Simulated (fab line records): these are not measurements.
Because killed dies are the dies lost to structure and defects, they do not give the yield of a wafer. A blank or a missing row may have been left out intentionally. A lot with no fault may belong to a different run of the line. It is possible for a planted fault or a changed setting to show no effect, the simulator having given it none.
fab line records ; flow n5Finfet
[record] lots = 5; wafers = 15; lastDay = 16
route steps=1938 shown HKMG_FIN@423 BEOL_M4@1111
lots that met no fault: from a run of the same line without faults
startH: the number of hours between the record's first day and the start of the first shown wafer of the lot ; waitH: how many hours have passed since the lot's step before this one ; " as in the row above ; L1.1+2: several wafers, shown together as one row ; - no value present, or no start provided ; * or withheld: withheld ; < > ~ a bound
route shown NAME@n: NAME is a module with steps in the file, n the number in the route of the first one ; usual: average and standard deviation across the fault-free wafers ; same: alike in all rows ; chamber/n: place in a boat ; sites: per-site readings ; _std_site: the standard deviation of these ; _edge_site: outer sites' mean less inner sites' ; radiusMm: how far each site lies from the wafer's centre ; mask NAME#n: copy n ; behind: the most recent tool/chamber to have shaped the wafer ; hold: what put the lot on hold/how long, in hours/how the hold closed ; device: which transistor (n, p or np) failed to switch ; end of line: the same wafers' tests at the end of the route ; for a step that has no rows: nothing shown but its recipe ; killed: count of dies lost to structure and defects at first sort (not the wafer's yield) ; map: dies across one wafer; x = killed, . = not, _ = none there
set.NAME: the setting that was run; set.NAME@STEP: the one run at that earlier step ; model.NAME: the simulator's own value behind a step, which no gauge read
lots seen at some steps along the route; tables by step, rows by wafer
services: from which hour (startH, from the record's first day; less than 0 if before it) a tool's chamber was out of use, for how many hours, and why
[[steps]]
[step N5_HKMG_FIN_COAT_30]
[recipe] resist = SiARC; tempC = 220; timeS = 60; spinRpm = 1500; resistThkNm = 35
[step N5_HKMG_FIN_COAT_06]
[recipe] resist = CAR-ArF; spinRpm = 1500; resistThkNm = 90
[step N5_HKMG_FIN_EBR_08]
[recipe] solvent = PGMEA; ebrWidthMm = 1.5
[step N5_HKMG_FIN_SOFTBAKE_07]
[recipe] tempC = 110; timeS = 60; resist = CAR-ArF
[step N5_HKMG_FIN_EXPOSE_09]
[recipe] maskId = NWFM; na = 1.35; sourceShape = conventional; sigmaOuter = 0.8; polarization = unpolarized; doseMj = 39.25
[step N5_HKMG_FIN_PEB_10]
[recipe] pebTempC = withheld; pebTimeS = 60; resist = CAR-ArF
[step N5_HKMG_FIN_DEVELOP_11]
[recipe] developTimeS = 30; developer = TMAH; resist = CAR-ArF; devTempC = 23; rinseLiquid = diw; dry = airSpin
[step N5_HKMG_FIN_CD_MEAS_12]
[recipe] targetCdNm = 92.8; landingEnergyEv = 500; detector = seInlens
[usual] cdNm = 92.8/0.64
lot.wafer;tool;chamber;startH;waitH;cdNm
L137.1;cdSem-01;0;75.66;-;92.2
L137.5;cdSem-01;0;75.66;-;93.0
L137.6;cdSem-01;0;75.66;-;92.1
L142.2;cdSem-02;0;107.07;-;92.2
L142.4;cdSem-02;0;107.07;-;92.6
L142.6;cdSem-02;0;107.07;-;91.5
L150.1;cdSem-02;0;155.52;-;94.1
L150.3;cdSem-02;0;155.52;-;93.8
L150.5;cdSem-02;0;155.52;-;93.0
L154.1;cdSem-02;0;178.13;-;92.6
L154.5;cdSem-02;0;178.13;-;92.4
L154.6;cdSem-02;0;178.13;-;92.3
L157.1;cdSem-02;0;197.09;-;93.6
L157.3;cdSem-02;0;197.09;-;91.7
L157.4;cdSem-02;0;197.09;-;93.7
[step N5_HKMG_FIN_OVL_MEAS_13]
[recipe] pointsPerWafer = 44
[usual] NWFM_OVL = 0.4/0.66
lot.wafer;tool;chamber;startH;waitH;NWFM_OVL[nm]
L137.1;overlay-02;0;75.69;0.0;0.7
L137.5;overlay-02;0;75.69;0.0;0.5
L137.6;overlay-02;0;75.69;0.0;0.0
L142.2;overlay-02;0;107.10;0.0;-0.9
L142.4;overlay-02;0;107.10;0.0;0.2
L142.6;overlay-02;0;107.10;0.0;-0.2
L150.1;overlay-02;0;155.55;0.0;0.5
L150.3;overlay-02;0;155.55;0.0;0.6
L150.5;overlay-02;0;155.55;0.0;0.7
L154.1;overlay-01;0;178.16;0.0;-0.6
L154.5;overlay-01;0;178.16;0.0;0.5
L154.6;overlay-01;0;178.16;0.0;0.2
L157.1;overlay-01;0;197.12;0.0;0.9
L157.3;overlay-01;0;197.12;0.0;0.9
L157.4;overlay-01;0;197.12;0.0;0.6
[step N5_HKMG_FIN_INSPECT_14]
[recipe] mode = adi; inspectInstrument = macro
[usual] rawDefectCount = 2.2/1.4
lot.wafer;tool;chamber;startH;waitH;rawDefectCount
L137.1;defectInspect-02;-;75.71;0.0;1
L137.5;defectInspect-02;-;75.71;0.0;2
L137.6;defectInspect-02;-;75.71;0.0;1
L142.2;defectInspect-01;-;107.13;0.0;3
L142.4;defectInspect-01;-;107.13;0.0;1
L142.6;defectInspect-01;-;107.13;0.0;2
L150.1;defectInspect-02;-;155.58;0.0;2
L150.3;defectInspect-02;-;155.58;0.0;2
L150.5;defectInspect-02;-;155.58;0.0;1
L154.1;defectInspect-01;-;178.18;0.0;2
L154.5;defectInspect-01;-;178.18;0.0;2
L154.6;defectInspect-01;-;178.18;0.0;2
L157.1;defectInspect-01;-;197.14;0.0;1
L157.3;defectInspect-01;-;197.14;0.0;0
L157.4;defectInspect-01;-;197.14;0.0;2
[step N5_HKMG_FIN_DESCUM_17]
[recipe] chemistry = O2; timeS = 7.9; sourcePowerW = 50; biasPowerW = 20; pressureMtorr = 20; rfFrequencyHz = 2.712e+07; tempC = 40; resist = CAR-ArF; o2FlowSccm = 225
[usual] drypumpMotorCurrentA = 5.7/0.44; o2FlowSccm = 225.0/0.6; oesProductAu = 0.75/0.058; rfFwdPowerW = 49.34/0.28; rfVppV = 243.6/1.2; showerheadPlenumPTorr = 2.13/0.057; throttleValvePct = 20.41/0.2
lot.wafer;tool;chamber;startH;waitH;drypumpMotorCurrentA;o2FlowSccm;oesProductAu;rfFwdPowerW;rfHoursCounterH;rfVppV;showerheadPlenumPTorr;throttleValvePct
L137.1;rieDiel-03;2;75.75;0.0;5.2;223.5;0.80;49.47;132;243.6;2.10;20.17
L137.5;rieDiel-03;0;75.75;0.0;5.3;225.5;0.84;49.70;-;244.3;2.22;20.14
L137.6;rieDiel-03;3;75.75;0.0;5.9;224.0;0.69;49.34;-;244.1;2.18;20.52
L142.2;rieDiel-01;0;107.16;0.0;5.8;224.8;0.79;49.28;135;242.7;2.11;20.37
L142.4;rieDiel-01;3;107.16;0.0;6.2;225.3;0.89;49.59;16;245.7;2.21;20.03
L142.6;rieDiel-01;0;107.16;0.0;5.8;225.0;0.80;49.55;-;242.8;2.11;20.36
L150.1;rieDiel-01;0;155.61;0.0;5.8;226.2;0.78;49.61;151;243.4;2.11;20.38
L150.3;rieDiel-01;2;155.61;0.0;4.8;225.3;0.72;49.23;170;242.0;2.01;20.60
L150.5;rieDiel-01;2;155.61;0.0;4.8;225.7;0.72;49.17;-;240.6;2.01;20.59
L154.1;rieDiel-04;1;178.22;0.0;6.0;224.7;0.86;49.05;41;243.5;2.13;20.55
L154.5;rieDiel-04;0;178.22;0.0;6.1;224.6;0.74;49.82;-;243.4;2.10;20.77
L154.6;rieDiel-04;3;178.22;0.0;5.9;226.5;0.71;49.19;-;242.2;2.17;20.44
L157.1;rieDiel-04;2;197.18;0.0;6.1;224.9;0.69;49.69;245;242.9;2.07;20.38
L157.3;rieDiel-04;0;197.18;0.0;6.1;226.1;0.73;49.67;176;243.1;2.10;20.79
L157.4;rieDiel-04;1;197.18;0.0;6.0;226.0;0.85;48.94;46;246.1;2.13;20.57
[step N5_HKMG_FIN_ETCH_31]
[recipe] chemistry = CF4; target = SiARC; targetDepthA = 455; maskMaterial = CAR-ArF; timeS = 75.8; ionEnergyEv = 80; pressureMtorr = 40; sourceW = 545; biasW = 36; Ar_flow_sccm = 100; cf4FlowSccm = 100; ends = cleared
[usual] drypumpMotorCurrentA = 5.7/0.44; etchRfOnTimeS = 75.5/1.3; oesProductAu = 0.65/0.048; rfFwdPowerW = 539.0/2.7; rfVppV = 184.3/1; showerheadPlenumPTorr = 2.17/0.057; throttleValvePct = 15.57/0.15
lot.wafer;tool;chamber;startH;waitH;drypumpMotorCurrentA;etchRfOnTimeS;oesProductAu;rfFwdPowerW;rfHoursCounterH;rfVppV;showerheadPlenumPTorr;throttleValvePct
L137.1;rieDiel-03;2;75.78;0.0;5.2;73.0;0.69;542.7;132;185.0;2.15;15.45
L137.5;rieDiel-03;0;75.78;0.0;5.3;74.6;0.72;536.5;-;184.1;2.25;15.28
L137.6;rieDiel-03;3;75.78;0.0;5.9;75.6;0.59;539.0;-;185.5;2.22;15.69
L142.2;rieDiel-01;0;107.19;0.0;5.8;76.7;0.66;539.8;135;184.3;2.14;15.46
L142.4;rieDiel-01;3;107.19;0.0;6.1;73.9;0.77;538.9;16;183.8;2.28;15.42
L142.6;rieDiel-01;0;107.19;0.0;5.8;76.4;0.66;539.6;-;183.1;2.14;15.44
L150.1;rieDiel-01;0;155.65;0.0;5.9;75.4;0.66;539.6;151;184.4;2.14;15.49
L150.3;rieDiel-01;2;155.65;0.0;4.8;75.0;0.62;539.3;170;183.2;2.05;15.68
L150.5;rieDiel-01;2;155.65;0.0;4.8;75.1;0.62;536.0;-;181.5;2.05;15.70
L154.1;rieDiel-04;1;178.25;0.0;6.0;76.2;0.72;536.0;41;183.9;2.17;15.64
L154.5;rieDiel-04;0;178.25;0.0;6.0;78.4;0.63;538.1;-;183.3;2.13;15.86
L154.6;rieDiel-04;3;178.25;0.0;5.9;77.0;0.61;537.4;-;186.0;2.20;15.61
L157.1;rieDiel-04;2;197.21;0.0;6.1;75.5;0.59;540.2;245;184.3;2.11;15.60
L157.3;rieDiel-04;0;197.21;0.0;6.1;76.9;0.64;542.4;176;182.5;2.13;15.86
L157.4;rieDiel-04;1;197.21;0.0;6.0;75.1;0.72;534.1;46;183.6;2.17;15.65
[step N5_HKMG_FIN_ETCH_32]
[recipe] chemistry = N2/H2; target = SOC; targetDepthA = 2400; tempC = 40; timeS = 300; ionEnergyEv = 200; maskMaterial = SiARC; pressureMtorr = 30; sourceW = 840; biasW = 150; n2FlowSccm = 200; h2FlowSccm = 200
[usual] drypumpMotorCurrentA = 5.7/0.44; oesProductAu = 0.76/0.056; rfFwdPowerW = 837.8/2.7; rfVppV = 524.9/2.1; showerheadPlenumPTorr = 2.58/0.068; throttleValvePct = 17.75/0.19
lot.wafer;tool;chamber;startH;waitH;drypumpMotorCurrentA;oesProductAu;rfFwdPowerW;rfHoursCounterH;rfVppV;showerheadPlenumPTorr;throttleValvePct;model.etch.depthNm;model.HKMG_FIN.featureDepthNm;model.SiARC_of_HKMG_FIN_COAT_30.thkNm
L137.1;rieDiel-03;2;75.84;0.0;5.2;0.81;834.9;133;523.2;2.54;17.53;244.2;244.2;21
L137.5;rieDiel-03;0;75.84;0.0;5.3;0.84;843.3;-;527.9;2.68;17.42;238.8;238.8;21.4
L137.6;rieDiel-03;3;75.84;0.0;5.9;0.70;834.2;-;525.7;2.62;17.86;237;237;21.8
L142.2;rieDiel-01;0;107.25;0.0;5.8;0.77;837.0;135;524.6;2.54;17.66;234.2;234.2;22
L142.4;rieDiel-01;3;107.25;0.0;6.2;0.90;843.4;16;528.5;2.70;17.47;248.1;248.2;21.2
L142.6;rieDiel-01;0;107.25;0.0;5.9;0.77;837.7;-;524.2;2.54;17.66;236.4;236.4;21.8
L150.1;rieDiel-01;0;155.70;0.0;5.8;0.75;838.1;151;524.9;2.53;17.69;236.6;236.6;21.6
L150.3;rieDiel-01;2;155.70;0.0;4.8;0.49;334.0;170;699.7;2.44;17.98;112.5;112.6;27
L150.5;rieDiel-01;2;155.70;0.0;4.8;0.49;332.3;-;699.9;2.44;17.96;113.3;113.2;26.8
L154.1;rieDiel-04;1;178.31;0.0;6.0;0.85;838.0;41;525.2;2.60;17.90;242.8;242.8;20.8
L154.5;rieDiel-04;0;178.31;0.0;6.1;0.74;839.3;-;525.4;2.53;18.06;234.8;234.8;21.8
L154.6;rieDiel-04;3;178.31;0.0;5.9;0.73;835.7;-;526.7;2.61;17.76;239.4;239.4;21.2
L157.1;rieDiel-04;2;197.27;0.0;6.0;0.69;840.2;245;523.5;2.50;17.66;241.5;241.6;20.8
L157.3;rieDiel-04;0;197.27;0.0;6.1;0.74;842.4;176;522.2;2.53;18.08;236.5;236.4;21.6
L157.4;rieDiel-04;1;197.27;0.0;6.0;0.85;833.0;46;524.6;2.59;17.93;244.4;244.4;20.8
[step N5_HKMG_FIN_STRIP_33]
[recipe] chemistry = N2/H2; tempC = 40; n2FlowSccm = 200; h2FlowSccm = 200; rfFrequencyHz = 6e+07
[step N5_BEOL_M4_RC_MEAS_101]
[usual] DIBL_N = 36.2/1.7; DIBL_P = 36.2/2.2; IOFF_N = 0.16/0.035; IOFF_P = 0.21/0.042; ION_N = 673/13; ION_P = 462/7.9; SS_N = 71.4/0.59; SS_P = 73.2/0.7; VT_N = 250/3.6; VT_P = -251/3.5
lot.wafer;tool;chamber;startH;waitH;DIBL_N[mV/V];DIBL_P[mV/V];IOFF_N[nA/um];IOFF_P[nA/um];ION_N[uA/um];ION_P[uA/um];SS_N[mV/dec];SS_P[mV/dec];VT_N[mV];VT_P[mV]
L137.1;prober-01;0;158.65;0.0;36.4;35.4;0.14;0.18;672;459;71.2;72.6;251;-251
L137.5;prober-01;0;158.65;0.0;36.3;35.1;0.14;0.17;670;456;71.6;73.0;255;-254
L137.6;prober-01;0;158.65;0.0;37.9;37.1;0.17;0.20;686;462;72.6;74.0;250;-250
L142.2;prober-01;0;188.80;0.2;39.6;38.3;0.23;0.27;694;476;72.3;74.5;244;-246
L142.4;prober-01;0;188.80;0.2;35.0;34.4;0.12;0.20;647;460;71.2;72.3;253;-250
L142.6;prober-01;0;188.80;0.2;39.2;39.1;0.21;0.30;688;468;72.3;74.3;246;-245
L150.1;prober-02;0;247.81;0.0;35.6;34.2;0.13;0.17;675;455;71.1;72.4;252;-256
L150.3;prober-02;0;247.81;0.0;33.0;31.8;0.10;0.14;662;457;69.9;72.5;256;-256
L150.5;prober-02;0;247.81;0.0;34.5;32.8;0.12;0.15;661;453;70.9;72.1;255;-257
L154.1;prober-02;0;276.94;0.0;35.1;35.7;0.15;0.21;662;457;71.4;72.8;250;-249
L154.5;prober-02;0;276.94;0.0;34.8;35.5;0.15;0.21;669;461;71.2;72.5;249;-251
L154.6;prober-02;0;276.94;0.0;37.0;37.2;0.18;0.24;681;465;71.5;73.2;247;-249
L157.1;prober-02;0;283.98;0.0;35.4;36.5;0.15;0.19;669;461;71.2;73.4;248;-253
L157.3;prober-02;0;283.98;0.0;33.8;34.5;0.12;0.16;661;455;70.8;72.2;253;-254
L157.4;prober-02;0;283.98;0.0;33.0;33.4;0.12;0.15;670;462;70.6;73.1;254;-255
[[services]]
tool;chamber;startH;hours;kind
rieDiel-01;0;112.49;8.4;repair
rieDiel-03;-;150.21;4.3;pm
rieDiel-04;1;161.52;5.3;repair
rieDiel-03;3;180.27;-;clean
rieDiel-03;3;180.27;-;consumableReplace:focusRing
rieDiel-03;3;180.27;28.1;scheduledDown
rieDiel-03;3;180.27;28.1;ventCycle
rieDiel-01;3;191.98;14.3;repair
[[key]]
[firstSign] step = N5_HKMG_FIN_ETCH_32; reading = rfFwdPowerW; direction = down; sigmas = 99+; usual = *; struck = *
[effect] step = N5_HKMG_FIN_ETCH_32; reading = rfVppV; direction = up; sigmas = 84; usual = 524.9; struck = 699.8
[modelEffect] step = N5_HKMG_FIN_ETCH_32; value = etch.depthNm; without = 240.7; struck = 112.9
metAt N5_HKMG_FIN_ETCH_32
struckWafers L150.3,L150.5
[fault] kind = processParameterDrift; tool = rieDiel-01; chamber = 2; onsetH = 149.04; steps = N5_HKMG_FIN_ETCH_32; channel = sourceW; offset = -504; shape = step; endH = 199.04; actsIn = theseRecipesOnly; stated = 840
